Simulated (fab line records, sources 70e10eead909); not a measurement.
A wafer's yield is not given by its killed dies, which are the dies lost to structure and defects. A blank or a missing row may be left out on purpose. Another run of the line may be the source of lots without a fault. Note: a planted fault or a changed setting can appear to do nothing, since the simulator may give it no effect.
Which tool did it? || flow nand_harc || 7 lots, 21 wafers sampled, at 2 steps of a route of 1159

WHAT THE GAUGES SHOWED, per wafer
NHARC_A_ONON_D1_THK_MEAS_27: measures by ellipsometry.
{"lot": "L543", "measured": "day 8 00:38", "on": "film_metro-01", "thk_nm (nm)": "992 996 994"}
{"lot": "L545", "measured": "day 8 15:33", "on": "film_metro-01", "thk_nm (nm)": "1005 1005 1006"}
{"lot": "L547", "measured": "day 9 08:13", "on": "film_metro-02", "thk_nm (nm)": "989 1760 1761"}
{"lot": "L556", "measured": "day 11 07:03", "on": "film_metro-02", "thk_nm (nm)": "973 974 973"}
{"lot": "L559", "measured": "day 12 06:01", "on": "film_metro-01", "thk_nm (nm)": "1008 1005 1006"}
{"lot": "L563", "measured": "day 13 00:15", "on": "film_metro-02", "thk_nm (nm)": "987 990 988"}
{"lot": "L565", "measured": "day 13 17:05", "on": "film_metro-02", "thk_nm (nm)": "1003 1001 1002"}

TOOL THAT RAN EACH LOT (tool first, then ch and the chambers of the sampled wafers, then the start)
{"lot": "L543", "NHARC_A_ONON_D1_DEP_25": "pecvd_onon-02 ch 0, day 8 00:08"}
{"lot": "L545", "NHARC_A_ONON_D1_DEP_25": "pecvd_onon-02 ch 0, day 8 15:09"}
{"lot": "L547", "NHARC_A_ONON_D1_DEP_25": "pecvd_onon-02 ch 0, day 9 07:49"}
{"lot": "L556", "NHARC_A_ONON_D1_DEP_25": "pecvd_onon-03 ch 0, day 11 06:36"}
{"lot": "L559", "NHARC_A_ONON_D1_DEP_25": "pecvd_onon-01 ch 0, day 12 05:30"}
{"lot": "L563", "NHARC_A_ONON_D1_DEP_25": "pecvd_onon-01 ch 0, day 12 23:52"}
{"lot": "L565", "NHARC_A_ONON_D1_DEP_25": "pecvd_onon-01 ch 0, day 13 16:34"}
- NHARC_A_ONON_D1_DEP_25: target thk 1000 nm.

THE ANSWER, worked out from the rows above alone
Rule: the usual values come from the lots themselves. Put in order of their means at a reading, lots are off if they are a third of the lots or fewer, leave a main group of 4 or more, and stand apart from it by a gap of 3 or more times the standard deviation of the main group's means; of several such gaps the widest counts. The tables above print the reading to a certain number of digits; a main group whose means all agree to those digits is not used. A lot without any number at a reading at which 4 lots or more have one is off too. All remaining lots with rows at the step are treated as sound.
Off, at NHARC_A_ONON_D1_THK_MEAS_27 on thk_nm: L547. For the main group the mean is 995 nm and the standard deviation 12.
A tool fits if, at a process step before that reading, it ran every lot that is off, and no sound lot after the first of them. The gauges at NHARC_A_ONON_D1_THK_MEAS_27 are tried like those tools. One fits: pecvd_onon-02 at NHARC_A_ONON_D1_DEP_25. Its last sound lot is L545 (day 8 15:09), its first lot that is off L547 (day 9 07:49): a fault that began between those two fits.

WHAT HAD BEEN PUT IN BY THE SIMULATOR
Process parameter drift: pecvd_onon-02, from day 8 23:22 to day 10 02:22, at NHARC_A_ONON_D1_DEP_25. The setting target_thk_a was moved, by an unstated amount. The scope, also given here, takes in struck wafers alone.
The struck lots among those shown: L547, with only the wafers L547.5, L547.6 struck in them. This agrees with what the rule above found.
